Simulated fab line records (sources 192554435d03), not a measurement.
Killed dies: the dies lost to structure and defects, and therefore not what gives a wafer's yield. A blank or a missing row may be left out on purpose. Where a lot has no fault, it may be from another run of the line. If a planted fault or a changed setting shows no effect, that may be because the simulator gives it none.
What tool caused it? || flow n5 finfet || at 1 step of a route of 1938, 10 lots with 27 wafers sampled

WHAT THE GAUGES SHOWED, per wafer
N5_SD_ACTIVATION_INSPECT_02: inspects for defects (darkfield).
{"lot": "L853", "measured": "day 3 17:56", "on": "defect inspect-01", "raw defect count": "201 190 164"}
{"lot": "L855", "measured": "day 4 04:55", "on": "defect inspect-02", "raw defect count": "178 147 182"}
{"lot": "L858", "measured": "day 5 00:40", "on": "defect inspect-02", "raw defect count": "134 109 105"}
{"lot": "L861", "measured": "day 5 19:49", "on": "defect inspect-02", "raw defect count": "126 133 159"}
{"lot": "L862", "measured": "day 6 01:23", "on": "defect inspect-02", "raw defect count": "171 162 196"}
{"lot": "L863", "measured": "day 6 06:55", "on": "defect inspect-02", "raw defect count": "154 102 137"}
{"lot": "L867", "measured": "day 7 03:25", "on": "defect inspect-01", "raw defect count": "156 157"}
{"lot": "L870", "measured": "day 7 22:26", "on": "defect inspect-02", "raw defect count": "151 157"}
{"lot": "L872", "measured": "day 8 10:47", "on": "defect inspect-01", "raw defect count": "195 165"}
{"lot": "L874", "measured": "day 9 04:08", "on": "defect inspect-02", "raw defect count": "105 164 126"}

TOOL THAT RAN EACH LOT (tool first, then ch and the chambers of the sampled wafers, then the start)
The record shows no process step preceding these readings.

AS READ BY THE TOOLS THEMSELVES (means over the sampled wafers that have a number; for cases with no such wafer, the mark the record gives instead)
The record holds no such reading with a usual standard deviation.

THE ANSWER, worked out from the rows above alone
Rule: usual is defined by the lots themselves. Put in order of their means at a reading, lots are off if they are a third of the lots or fewer, leave a main group of 4 or more, and stand apart from it by a gap of 3 or more times the standard deviation of the main group's means; of several such gaps the widest counts. If all means in a main group match to the digits the tables above print for the reading, that group is not used. A lot without any number at a reading at which 4 lots or more have one is off too. The other lots that the step has rows for count as sound. Order of review: gauges by route order, followed by the tools' own readings, for which a lot's mean as printed above is used. The first step at which some lot is off is used, and at that step the reading that is off furthest; a lot without a number counts as furthest.
No lot is off on any of the readings shown, so nothing can be concluded from this.

WHAT HAD BEEN PUT IN BY THE SIMULATOR
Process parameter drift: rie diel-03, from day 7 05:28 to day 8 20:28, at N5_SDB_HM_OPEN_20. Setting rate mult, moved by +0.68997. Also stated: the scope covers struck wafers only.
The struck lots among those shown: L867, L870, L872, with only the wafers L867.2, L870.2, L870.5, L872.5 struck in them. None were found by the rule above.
